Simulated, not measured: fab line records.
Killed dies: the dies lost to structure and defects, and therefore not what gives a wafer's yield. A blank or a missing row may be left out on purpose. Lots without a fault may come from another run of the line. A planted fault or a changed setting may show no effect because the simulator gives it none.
fab line records + flow n5Finfet
record:
- lots: 4
- wafers: 12
- lastDay: 16
route steps=1938 shown BEOL_M2@911 BEOL_M3@931 BEOL_M4@1111 PASSIVATION@1936
lots that met no fault: from a run of the same line without faults
startH: hours from the record's first day to the start of the lot's first wafer shown + waitH: hours from the lot's prior step to this one + " repeats the value in the row above + L1.1+2: a row that stands for several wafers + - either no value or no given start + * or withheld: withheld + < > ~ a bound
route shown NAME@n: names a module that has steps shown in the file, with the first one's number in the route + usual: average and standard deviation across the fault-free wafers + same: alike in all rows + chamber/n: place in a boat + sites: per-site readings + _std_site: standard deviation of those values + _edge_site: outer sites' mean less inner sites' + radiusMm: how far each site lies from the wafer's centre + mask NAME#n: copy n + behind: the last tool/chamber to shape the wafer + hold: cause of the lot's hold/its duration in hours/its outcome + device: which transistor (n, p or np) failed to switch + end of line: the route-end tests of the same wafers + a step without rows: its recipe alone + killed: dies lost to structure and defects at the first sort, not the wafer's yield + map: per-die view of a wafer (x killed, . not killed, _ where there is no die)
set.NAME: the run value of the setting; set.NAME@STEP: its run value at that earlier step + model.NAME: the simulator's own value behind a step, which no gauge read
a table for each step, a row for each wafer; lots at some steps of the route
services: a tool's chamber out of use, with start hour (startH, from the record's first day; less than 0 if before it), hours out, and reason
== steps ==
step: N5_BEOL_M2_ANNEAL_87
recipe:
- tempC: 400
- timeS: 240
- ambient: vacuum
step: N5_BEOL_M2_SPUTTER_88
recipe:
- material: Cu
- targetThkA: 45
- tempC: -20
- chamberPressurePa: 0.07
- powerW: withheld
- timeS: 8.29
step: N5_BEOL_M2_ANNEAL_89
recipe:
- tempC: 400
- timeS: 240
- ambient: vacuum
step: N5_BEOL_M2_SPUTTER_90
recipe:
- material: Cu
- targetThkA: 45
- tempC: -20
- chamberPressurePa: 0.07
- powerW: withheld
- timeS: 8.29
step: N5_BEOL_M2_ANNEAL_91
recipe:
- tempC: 400
- timeS: 240
- ambient: vacuum
step: N5_BEOL_M2_SPUTTER_92
recipe:
- material: Cu
- targetThkA: 45
- tempC: -20
- chamberPressurePa: 0.07
- powerW: withheld
- timeS: 8.29
step: N5_BEOL_M2_ANNEAL_93
recipe:
- tempC: 400
- timeS: 240
- ambient: vacuum
step: N5_BEOL_M2_SPUTTER_94
recipe:
- material: Cu
- targetThkA: 45
- tempC: -20
- chamberPressurePa: 0.07
- powerW: withheld
- timeS: 8.29
step: N5_BEOL_M2_ANNEAL_95
recipe:
- tempC: 400
- timeS: 240
- ambient: vacuum
step: N5_BEOL_M2_SPUTTER_96
recipe:
- material: Cu
- targetThkA: 45
- tempC: -20
- chamberPressurePa: 0.07
- powerW: withheld
- timeS: 8.29
step: N5_BEOL_M2_ECD_50
recipe:
- material: Cu
- targetThkA: 3000
step: N5_BEOL_M2_ANNEAL_51
recipe:
- tempC: 225
- timeS: 90
- ambient: N2
step: N5_BEOL_M2_CMP_52
recipe:
- stopOn: SiOC
- tOverpolishS: 6.8
- downForcePsi: 1
- platenRpm: 50
- clearingPlatenDownForcePsi: 1.5
- clearingPlatenRpm: 50
- postCmpClean: cuAlkaline
- targetThkNm: 40
- clearingPlatenPadVelocityMS: 0.99484
- padVelocityMS: 0.99484
usual:
- barrierFieldEndpointS: 24.5/0.89
- edgeZonePressureFrac: 1.000/0.005
- motorCurrentA: 6.2/0.63
- overpolishRunS: 6.800/0.01
- retainingRingPressureFrac: 1.000/0.0046
- timeToEndpointS: 62/5.6
| lot.wafer | tool   | chamber | startH | waitH | barrierFieldEndpointS | edgeZonePressureFrac | motorCurrentA | overpolishRunS | retainingRingPressureFrac | timeToEndpointS |
|-----------|--------|---------|--------|-------|-----------------------|----------------------|---------------|----------------|---------------------------|-----------------|
| L819.1    | cmp-03 | 1       | 184.89 | 0.3   | 24.0                  | 1.006                | 5.2           | 6.802          | 0.999                     | 60              |
| L819.6    | "      | 0       | "      | "     | 24.2                  | 1.003                | 5.5           | 6.811          | 1.004                     | 63              |
| L819.5    | "      | 1       | "      | "     | 25.2                  | 1.002                | 5.1           | 6.785          | 0.996                     | 61              |
| L825.4    | cmp-03 | 1       | 217.95 | 0.1   | 24.8                  | 1.006                | 5.3           | 6.805          | 0.996                     | 56              |
| L825.6    | "      | 1       | "      | "     | 23.3                  | 1.001                | 5.2           | 6.786          | 1.005                     | 57              |
| L825.5    | "      | 2       | "      | "     | 23.7                  | 1.001                | 6.1           | 6.789          | 1.005                     | 52              |
| L827.1    | cmp-03 | 2       | 232.93 | 0.5   | 22.9                  | 0.993                | 5.8           | 6.797          | 1.001                     | 52              |
| L827.3    | "      | 3       | "      | "     | 23.5                  | 0.996                | 7.2           | 6.815          | 0.996                     | 57              |
| L827.4    | "      | 0       | "      | "     | 24.0                  | 0.992                | 5.5           | 6.814          | 1.002                     | 57              |
| L831.1    | cmp-02 | 1       | 262.16 | 0.3   | 23.7                  | 0.999                | 6.2           | 6.810          | 1.000                     | 60              |
| L831.2    | "      | 2       | "      | "     | 24.1                  | 0.994                | 5.5           | 6.778          | 1.011                     | 60              |
| L831.4    | "      | 0       | "      | "     | 24.3                  | 0.999                | 5.7           | 6.821          | 0.991                     | 61              |
step: N5_BEOL_M2_PRE_CLEAN_60
recipe:
- gas: NH3/H2
- timeS: 15
- tempC: *
- rfPowerW: 300
step: N5_BEOL_M2_CO_CAP_55
recipe:
- material: Co
- targetThkA: 20
- tempC: 200
- precursor: CCTBA/H2
- pressureTorr: 30
- timeS: 102.1
step: N5_BEOL_M2_PRE_CLEAN_56
recipe:
- gas: NH3
- timeS: 15
- tempC: withheld
- rfPowerW: 300
step: N5_BEOL_M2_DEP_57
recipe:
- material: SiCN
- targetThkA: 80
- tempC: withheld
- precursor: 3MS/NH3
- pressureTorr: 3
- rfW: 202
- timeS: 14
step: N5_BEOL_M2_INSPECT_59
recipe:
- inspectInstrument: darkfield
- mode: postDep
usual:
- rawDefectCount: 75/24
| lot.wafer | tool             | chamber | startH | waitH | rawDefectCount |
|-----------|------------------|---------|--------|-------|----------------|
| L819.1    | defectInspect-02 | -       | 185.44 | 0.0   | 45             |
| L819.5    | "                | -       | "      | "     | 69             |
| L819.6    | "                | -       | "      | "     | 112            |
| L825.4    | defectInspect-01 | -       | 218.56 | 0.0   | 100            |
| L825.5    | "                | -       | "      | "     | 1302           |
| L825.6    | "                | -       | "      | "     | 77             |
| L827.1    | defectInspect-01 | -       | 233.48 | 0.0   | 1238           |
| L827.3    | "                | -       | "      | "     | 70             |
| L827.4    | "                | -       | "      | "     | 64             |
| L831.1    | defectInspect-01 | -       | 262.74 | 0.0   | 49             |
| L831.2    | "                | -       | "      | "     | 41             |
| L831.4    | "                | -       | "      | "     | 38             |
step: N5_BEOL_M3_ILD_DEP_00
recipe:
- material: SiOC
- targetThkA: 790
- tempC: 350
- precursor: DEMS/O2
- pressureTorr: 5
- rfW: 500
- timeS: 15.3
step: N5_BEOL_M3_PECVD_72
recipe:
- material: SiO2
- targetThkA: 160
- tempC: 400
- precursor: TEOS/O2
- pressureTorr: 5.5
- rfW: 450
- teosFlowSccm: 53.8
- gas: O2
- flowSccm: 3000
- timeS: 18
step: N5_BEOL_M3_HM_DEP_02
recipe:
- material: TiN
- targetThkA: 200
- tempC: 25
- chamberPressurePa: 0.49996
step: N5_BEOL_M3_COAT_61
recipe:
- resist: SOC
- tempC: 250
- timeS: 60
- spinRpm: 1500
- resistThkNm: 60
step: N5_BEOL_M3_COAT_62
recipe:
- resist: SiARC
- tempC: 220
- timeS: 60
- spinRpm: 1500
- resistThkNm: 12
step: N5_BEOL_M3_COAT_73
recipe:
- resist: underlayer
- tempC: 205
- timeS: 60
- spinRpm: 1500
- resistThkNm: 5
step: N5_BEOL_M3_COAT_05
recipe:
- resist: CAR-EUV
- spinRpm: 1500
- resistThkNm: 30
step: N5_BEOL_M3_EBR_07
recipe:
- solvent: PGMEA
- ebrWidthMm: 1.5
step: N5_BEOL_M3_SOFTBAKE_06
recipe:
- tempC: 110
- timeS: 60
- resist: CAR-EUV
step: N5_BEOL_M3_EXPOSE_08
recipe:
- maskId: M3
- na: 0.33
- sourceShape: dipole
- sigmaInner: 0.369
- sigmaOuter: 0.767
- polarization: unpolarized
- doseMj: 33
step: N5_BEOL_M3_PEB_09
recipe:
- pebTempC: 100
- pebTimeS: 60
- resist: CAR-EUV
step: N5_BEOL_M3_DEVELOP_10
recipe:
- developTimeS: 30
- developer: TMAH
- resist: CAR-EUV
- rinseLiquid: surfactantRinse
- dry: airSpin
- devTempC: 23
step: N5_BEOL_M3_INSPECT_13
recipe:
- mode: adi
- inspectInstrument: brightfield
usual:
- rawDefectCount: 439/88
| lot.wafer | tool             | chamber | startH | waitH | rawDefectCount |
|-----------|------------------|---------|--------|-------|----------------|
| L819.1    | defectInspect-01 | -       | 186.78 | 0.1   | 366            |
| L819.5    | "                | -       | "      | "     | 497            |
| L819.6    | "                | -       | "      | "     | 457            |
| L825.4    | defectInspect-01 | -       | 221.65 | 0.0   | 548            |
| L825.5    | "                | -       | "      | "     | 1682           |
| L825.6    | "                | -       | "      | "     | 427            |
| L827.1    | defectInspect-01 | -       | 237.39 | 0.1   | 1587           |
| L827.3    | "                | -       | "      | "     | 390            |
| L827.4    | "                | -       | "      | "     | 417            |
| L831.1    | defectInspect-02 | -       | 264.15 | 0.1   | 350            |
| L831.2    | "                | -       | "      | "     | 435            |
| L831.4    | "                | -       | "      | "     | 459            |
step: N5_BEOL_M3_DESCUM_16
recipe:
- chemistry: O2
- timeS: 7
- sourcePowerW: 50
- biasPowerW: 20
- pressureMtorr: 20
- rfFrequencyHz: 2.712e+07
- tempC: 40
- resist: CAR-EUV
- o2FlowSccm: 225
step: N5_BEOL_M4_RC_MEAS_101
usual:
- DIBL_N: 35.9/2.5
- DIBL_P: 36.0/3
- IOFF_N: 0.16/0.047
- IOFF_P: 0.21/0.047
- ION_N: 671/14
- ION_P: 460/8.8
- SS_N: 71.5/0.73
- SS_P: 73.2/0.91
- VT_N: 250/4.3
- VT_P: -251/3.6
| lot.wafer | tool      | chamber | startH | waitH | DIBL_N[mV/V] | DIBL_P[mV/V] | IOFF_N[nA/um] | IOFF_P[nA/um] | ION_N[uA/um] | ION_P[uA/um] | SS_N[mV/dec] | SS_P[mV/dec] | VT_N[mV] | VT_P[mV] |
|-----------|-----------|---------|--------|-------|--------------|--------------|---------------|---------------|--------------|--------------|--------------|--------------|----------|----------|
| L819.1    | prober-02 | 0       | 206.81 | 0.0   | 35.4         | 37.6         | 0.16          | 0.20          | 681          | 465          | 71.7         | 74.2         | 249      | -252     |
| L819.5    | "         | 0       | "      | "     | 35.5         | 35.8         | 0.15          | 0.18          | 659          | 449          | 71.7         | 73.8         | 251      | -253     |
| L819.6    | "         | 0       | "      | "     | 31.1         | 31.1         | 0.10          | 0.13          | 662          | 456          | 70.4         | 72.7         | 254      | -258     |
| L825.4    | prober-02 | 0       | 247.73 | 0.5   | 36.9         | 39.3         | 0.18          | 0.22          | 676          | 463          | 71.3         | 73.1         | 247      | -250     |
| L825.5    | "         | 0       | "      | "     | 37.8         | 41.4         | 0.20          | 0.25          | 681          | 464          | 70.7         | 74.8         | 245      | -248     |
| L825.6    | "         | 0       | "      | "     | 33.5         | 35.1         | 0.13          | 0.17          | 659          | 449          | 70.6         | 71.6         | 249      | -254     |
| L827.1    | prober-01 | 0       | 257.92 | 0.0   | 34.8         | 34.3         | 0.13          | 0.20          | 668          | 463          | 71.3         | 72.6         | 249      | -248     |
| L827.3    | "         | 0       | "      | "     | 31.1         | 30.5         | 0.09          | 0.15          | 660          | 465          | 70.5         | 71.7         | 255      | -254     |
| L827.4    | "         | 0       | "      | "     | 36.8         | 36.6         | 0.16          | 0.23          | 678          | 473          | 72.0         | 72.9         | 249      | -249     |
| L831.1    | prober-01 | 0       | 280.15 | 0.0   | 37.6         | 35.9         | 0.16          | 0.19          | 673          | 456          | 72.1         | 73.7         | 252      | -252     |
| L831.2    | "         | 0       | "      | "     | 36.5         | 36.0         | 0.14          | 0.20          | 662          | 456          | 71.5         | 73.4         | 253      | -252     |
| L831.4    | "         | 0       | "      | "     | 39.0         | 39.9         | 0.21          | 0.27          | 689          | 471          | 72.6         | 74.7         | 246      | -246     |
step: N5_PASSIVATION_PROBE_49
usual:
- defectLimitedYield: 91.4/1.4
- killed_at_M0_to_M3: 34/8.9
- killed_at_M4_up: 13/4.6
- killedAtContacts: 12/5.5
- killedAtFrontEnd: 41/11
- killedAtOther: 3.1/2.9
- killedDies: 102/16
- killedOnRim: 13/4.2
- killedOpen: 66/11
- killedShort: 34/7.6
- sort_bin_5_function: 5.1/0.89
- sort_bin_6_memory: 3.2/0.61
- sortNPass: 1078/16
- sortYieldPct: 91.3/1.4
same:
- grossDies: 1180
- killedAtBackSide: 0
- sort_bin_4_leakage[%]: 0
- sort_bin_8_speed[%]: 0
| lot.wafer | tool      | chamber | startH | waitH | defectLimitedYield[%] | killed_at_M0_to_M3 | killed_at_M4_up | killedAtContacts | killedAtFrontEnd | killedAtOther | killedDies | killedOnRim | killedOpen | killedShort | sort_bin_5_function[%] | sort_bin_6_memory[%] | sortNPass | sortYieldPct[%] |
|-----------|-----------|---------|--------|-------|-----------------------|--------------------|-----------------|------------------|------------------|---------------|------------|-------------|------------|-------------|------------------------|----------------------|-----------|-----------------|
| L819.1    | prober-01 | -       | 305.80 | 0.0   | 90.2                  | 32                 | 16              | 8                | 53               | 7             | 116        | 15          | 66         | 50          | 6.5                    | 2.9                  | 1064      | 90.2            |
| L819.5    | prober-01 | -       | 306.00 | 0.2   | 91.4                  | 39                 | 11              | 9                | 41               | 2             | 102        | 12          | 59         | 41          | 4.7                    | 3.8                  | 1078      | 91.4            |
| L819.6    | prober-01 | -       | 306.05 | 0.3   | 88.8                  | 48                 | 12              | 8                | 64               | 0             | 132        | 16          | 80         | 48          | 7.2                    | 3.3                  | 1048      | 88.8            |
| L825.4    | prober-02 | -       | 346.37 | 0.2   | 91.9                  | 34                 | 20              | 11               | 28               | 3             | 96         | 9           | 66         | 29          | 5.2                    | 3.0                  | 1084      | 91.9            |
| L825.5    | prober-02 | -       | 346.42 | 0.2   | 33.6                  | 751                | 3               | 7                | 22               | 1             | 784        | 100         | 40         | 16          | 44.5                   | 17.2                 | 396       | 33.6            |
| L825.6    | prober-02 | -       | 346.47 | 0.3   | 92.5                  | 39                 | 12              | 8                | 29               | 1             | 89         | 15          | 48         | 41          | 4.7                    | 2.3                  | 1091      | 92.5            |
| L827.1    | prober-02 | -       | 358.08 | 0.0   | 32.2                  | 746                | 12              | 4                | 33               | 5             | 800        | 104         | 53         | 23          | 46.9                   | 16.3                 | 380       | 32.2            |
| L827.3    | prober-02 | -       | 358.18 | 0.1   | 89.5                  | 24                 | 15              | 13               | 53               | 19            | 124        | 22          | 80         | 44          | 6.1                    | 4.3                  | 1056      | 89.5            |
| L827.4    | prober-02 | -       | 358.23 | 0.2   | 91.6                  | 27                 | 13              | 10               | 47               | 2             | 99         | 13          | 73         | 26          | 5.3                    | 3.1                  | 1081      | 91.6            |
| L831.1    | prober-02 | -       | 384.72 | 0.0   | 90.2                  | 39                 | 21              | 16               | 38               | 2             | 116        | 13          | 80         | 36          | 5.0                    | 4.3                  | 1064      | 90.2            |
| L831.2    | prober-02 | -       | 384.77 | 0.1   | 90.8                  | 30                 | 23              | 8                | 39               | 9             | 109        | 18          | 72         | 34          | 5.3                    | 3.4                  | 1071      | 90.8            |
| L831.4    | prober-02 | -       | 384.87 | 0.2   | 90.2                  | 58                 | 11              | 11               | 32               | 4             | 116        | 13          | 77         | 39          | 5.9                    | 3.6                  | 1064      | 90.2            |
killed by level:class
L819.1 FIN_SAQP:geometricParticle:short=15 STI_FIN_REVEAL:geometricParticle:open=12 BEOL_M0_SAQP:geometricParticle:open=12 BEOL_M0_SAQP:geometricParticle:short=12 FIN_SAQP:geometricParticle:open=7 MOL_CONTACT_COAG:geometricParticle:open=7 STI_FIN_REVEAL:geometricParticle:short=5 BEOL_M4:geometricParticle:open=5
L819.5 BEOL_M0_SAQP:geometricParticle:short=11 BEOL_M2:geometricParticle:open=9 FIN_SAQP:geometricParticle:short=8 MOL_CONTACT_COAG:geometricParticle:open=8 BEOL_M0_SAQP:geometricParticle:open=8 FIN_SAQP:geometricParticle:open=7 STI_FIN_REVEAL:geometricParticle:open=6 STI_FIN_REVEAL:geometricParticle:short=5
L819.6 FIN_SAQP:geometricParticle:open=21 FIN_SAQP:geometricParticle:short=18 BEOL_M0_SAQP:geometricParticle:open=16 BEOL_M0_SAQP:geometricParticle:short=15 DUMMY_GATE:geometricParticle:open=8 MOL_CONTACT_COAG:geometricParticle:open=6 BEOL_M8:geometricParticle:open=5 BEOL_M2:geometricParticle:open=5
L825.4 MOL_CONTACT_COAG:geometricParticle:open=10 BEOL_M0_SAQP:geometricParticle:open=10 FIN_SAQP:geometricParticle:open=9 BEOL_M1:geometricParticle:open=9 STI_FIN_REVEAL:geometricParticle:open=6 BEOL_M2:geometricParticle:open=6 BEOL_M0_SAQP:geometricParticle:short=5 BEOL_M6:geometricParticle:open=5
L825.5 BEOL_M2:unspecified=728 FIN_SAQP:geometricParticle:open=6 BEOL_M0_SAQP:geometricParticle:short=6 MOL_CONTACT_COAG:geometricParticle:open=6 BEOL_M0_SAQP:geometricParticle:open=6 STI_FIN_REVEAL:geometricParticle:open=5 BEOL_M1:geometricParticle:open=4 BEOL_M2:geometricParticle:open=4
L825.6 BEOL_M0_SAQP:geometricParticle:short=16 FIN_SAQP:geometricParticle:open=8 BEOL_M0_SAQP:geometricParticle:open=8 MOL_CONTACT_COAG:geometricParticle:open=7 STI_FIN_REVEAL:geometricParticle:open=5 BEOL_M1:geometricParticle:short=5 FIN_SAQP:geometricParticle:short=4 DUMMY_GATE:geometricParticle:open=3
L827.1 BEOL_M2:unspecified=724 STI_FIN_REVEAL:geometricParticle:open=10 BEOL_M0_SAQP:geometricParticle:short=8 BEOL_M0_SAQP:geometricParticle:open=8 DUMMY_GATE:geometricParticle:open=7 FIN_SAQP:geometricParticle:short=4 STI_FIN_REVEAL:geometricParticle:short=4 MOL_CONTACT_COAG:geometricParticle:open=4
L827.3 STI_FIN_REVEAL:geometricParticle:open=15 DUMMY_GATE:geometricParticle:open=7 MOL_CONTACT_COAG:geometricParticle:short=7 BEOL_M0_SAQP:geometricParticle:short=7 MOL_CONTACT_COAG:geometricParticle:open=6 BEOL_M3:geometricParticle:open=6 MIM_TOP_ETCH:geometricParticle:open=6 FIN_SAQP:geometricParticle:short=5
L827.4 DUMMY_GATE:geometricParticle:open=15 BEOL_M0_SAQP:geometricParticle:open=10 STI_FIN_REVEAL:geometricParticle:open=8 MOL_CONTACT_COAG:geometricParticle:open=8 GATE_CUT:geometricParticle:short=7 BEOL_M0_SAQP:geometricParticle:short=6 FIN_SAQP:geometricParticle:short=5 BEOL_M3:geometricParticle:open=5
L831.1 MOL_CONTACT_COAG:geometricParticle:open=11 BEOL_M3:geometricParticle:open=9 BEOL_M4:geometricParticle:open=9 BEOL_M0_SAQP:geometricParticle:short=7 BEOL_M1:geometricParticle:open=7 BEOL_M2:geometricParticle:open=7 FIN_SAQP:geometricParticle:short=6 STI_FIN_REVEAL:geometricParticle:open=6
L831.2 FIN_SAQP:geometricParticle:open=12 BEOL_M3:geometricParticle:open=8 BEOL_M4:geometricParticle:open=8 BEOL_M0_SAQP:geometricParticle:open=7 BEOL_M2:geometricParticle:open=7 MOL_CONTACT_COAG:geometricParticle:open=6 GATE_CUT:geometricParticle:short=5 DUMMY_GATE:geometricParticle:open=4
L831.4 BEOL_M0_SAQP:geometricParticle:short=13 BEOL_M1:geometricParticle:open=12 MOL_CONTACT_COAG:geometricParticle:open=10 BEOL_M3:geometricParticle:open=10 FIN_SAQP:geometricParticle:open=9 BEOL_M0_SAQP:geometricParticle:open=9 FIN_SAQP:geometricParticle:short=7 BEOL_M2:geometricParticle:open=7
map L825.5 (x killed, . not)
_________________.xx..x..xxxx________________
______________x...x.xxx..xxx.xxx_____________
___________xx.x.xx..xx.xxx.xx.....x__________
__________xxxxxxx..xx..xxx.xx.x....x_________
________xxx.xxxxxxxx.x..x.xxxxxxxxx..x_______
_______xxxx.xx..xx.xxxxxxxx..xx.x....xx______
______xxxx.xxx.xxx..xxx..xx..x..xxxx.xxx_____
_____xxx.x.xxxx.x..x..xx...xxxxx.x.x..x..____
____.xxxxx.xx.x.xxx...xx.xxxxx.xxxxxxxxxxx___
___..xx.x.x.xxx.xx.xx.x.xx.xx..xxxx.xxxxxxx__
___..x.x.x.xx.xxx.xxxx..xx...xxx.xx.x.xxx.x__
__xx.xx.xx.xxx.xx.x.xxxxxxxxxxxx.xx.xx.xxxxx_
__.x.xxxxxx.xxxxxxxx.x.x.xx.xxx..xxxxxxxx.x._
_...x.xxx...xx..xx.xx.xxxxxxxxxx..x.xxxxx...x
_..xxxx...xxx..xxxx.x.xxxxx.xxxx.xx....x.xxx.
_xx.xx....xxxx.x.x.xxxxxxxx.xxxxxxxx..xx....x
_.x..x.xxxxx.xxxxx.xxxxxxxxx.xxx.xxx.xxxxxxxx
_x.x.x.xx.xxxxxxxxxxx.xx.xxxx.xxxx..xx.xx.xx.
_xxx..x.x..xx..x.xxxxxxxxxx.xxx....x..xxxx.x.
_...xxx.xxxxxx.xx..x.xxxxx...xxx.x.x.xx...x..
_xxxxxx.xxx.xx.xx..xxxxx.xx.x.x...x.x..xxx.xx
__xxxxxx..x...xxxx.xxxxx...xxx.xx.xxxxxxx.xx_
__xxx..xxxx.x..xxxxxx.x.xx.x..xx.xxxx..xxxxx_
___xxx...xxxx..x.xxxxxx..xxx..xxx..xxxxxxxx__
___..xxxxxx..xxxxxx..x...xxx...x.xxx.x..x.x__
____xxxxxxx..x....xxx.x.xxx.xxx.xx.xxxx.x.___
_____x.x.xxx.xxx.x.xxx.x..x.xxx....x..xxx____
______x.xx.xxxxx..xxx..xxx..xxxxxxxxxxxx_____
_______xx.x.x.x.x..xxxxx.xxx..x.xx...xx______
________xxxxxxxxxx.xx..xxx...xxxxxxxx._______
__________..x.xxxx.xx..x......xxxxxx_________
___________xxx..x..xx.xxxx.x.xxxxxx__________
______________.x...x.xxxxxxxx..._____________
_________________xx.xxxxxxx.x________________
map L827.1 (x killed, . not)
_________________x....xx.x.xx________________
______________.xxx..xxxxx..x.x.x_____________
___________xxxx.xxx.xx.xx...xxxx..x__________
__________xx.xxx.xxxxx...x.x.x.x.xxx_________
________xx..xxxxx.x.x.x..x.xxx..x.xxxx_______
_______.xx..xx.xxx.xxxxx.....xxxxxxxxxx______
______xx.x.x.xxx.xx.xxxxxx..xxxxxx..x..x_____
_____xxx.xxxxx..xxxxxx.x.xxxx.xx.x.x..xx.____
____xxx.xx..x.x.xxx.x.xx.xxxxxxx.xxx.xxxxx___
___.x..xxx.xxxxxxxxx.xx.xxx..xx.xxxx.xxxx..__
___..xx..x.xxxxx.....xx...xxxx..xx.x.x.xx..__
__.x.xxx.xx...xx.xxxx.xxxxxxxxxx..x....x..x._
__xx..x...x.xxxxxx...xxx.xxxxxxxxx.x.xxxxx.x_
_x..xxxxxxxxxxx.xxxx..x.x.xxxxxxx..xxxxxxxxxx
_xxxx..xxxxxxx..x..xxxxx.x..xxxxx..xxx..xxxx.
_xx..xxxxxxxxxxxx..xxxxx.x..xxx.xx..x....x..x
_xxxxxxx.xxxxxxxxx..xxx.xxxxx.xx.xxxxxxxxxxxx
_..xx.x..xxxx..xx.x.xx.xxxx.xxxxx.xxxx.x.x.xx
_xxx.xxxxx.xx..x..xxx.xxx.xxxxxxxxxxx.xxxxxx.
_x.x..xxx.xxx.xx..x.xxx......xxxx.x.xxx.x...x
_xxxx..x.xx.xx....x.xxx.x..x.xxxx.xxxx.xxx..x
__xxxxxxx.x..x.xx...xxxxx....x.xxxxx.xx.xxxx_
__x.xx.x.xxxxxxxxxxx..xx.xxxxxxxx..xx.xxx..x_
___xxx.x..x.xxxxx..xx....xxxx.xx..xxxx.xxxx__
___.xxxxxxxx...x.xx.xxx.xxxxxx.xx.xx..xxx.x__
____xxx.x.xxxx..x.xxxxxxxx.x.xxxxxx....x.x___
_____xx...x..xx.xx...xx.xxx.xxxx..x.x.x.x____
______...xx.xxxxxxx..xxxxxxxxx.xx..xxx.x_____
_______xxxx.xxx..xx..xxx..x.xx..xxxx.xx______
________.x...xxxxxxx.xxxxxxxx.xx.xxxxx_______
__________xxx..xxxxxxxxxxx..x.xx.x.x_________
___________xx..xx.xxx.xxxxxxxxxxxx.__________
______________xxxxx.x.xx.xxx..x._____________
_________________xxx.x.xx.xxx________________
== services ==
| tool   | chamber | startH | hours | kind                          |
|--------|---------|--------|-------|-------------------------------|
| cmp-02 | -       | 196.66 | 6.3   | pm                            |
| cmp-03 | -       | 201.25 | 0.8   | repair                        |
| cmp-03 | -       | 219.62 | 0.4   | repair                        |
| cmp-03 | -       | 241.11 | 14.1  | pm                            |
| cmp-02 | -       | 244.64 | 4.0   | pm                            |
| cmp-02 | -       | 248.64 | -     | consumableReplace:conditioner |
| cmp-02 | -       | 248.64 | -     | consumableReplace:pad         |
== key ==
firstSign:
- step: N5_BEOL_M2_INSPECT_59
- reading: rawDefectCount
- direction: up
- sigmas: 50
- usual: 75
- struck: 1270
effect:
- step: N5_BEOL_M3_INSPECT_13
- reading: rawDefectCount
- direction: up
- sigmas: 14
- usual: 439
- struck: 1634
effect:
- step: N5_PASSIVATION_PROBE_49
- reading: killed_at_M0_to_M3
- direction: up
- sigmas: 80
- usual: 34
- struck: 748
moreKillsBornAt:
- N5_BEOL_M2_CMP_52@cmp-03: 1452
metAt N5_BEOL_M2_CMP_52
struckWafers L825.5,L827.1
fault:
- kind: chamberParticleSource
- tool: cmp-03
- chamber: 2
- onsetH: 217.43
- steps: N5_BEOL_M2_CMP_52
- ratePerVisitCm2: 1.9036
- endH: 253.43
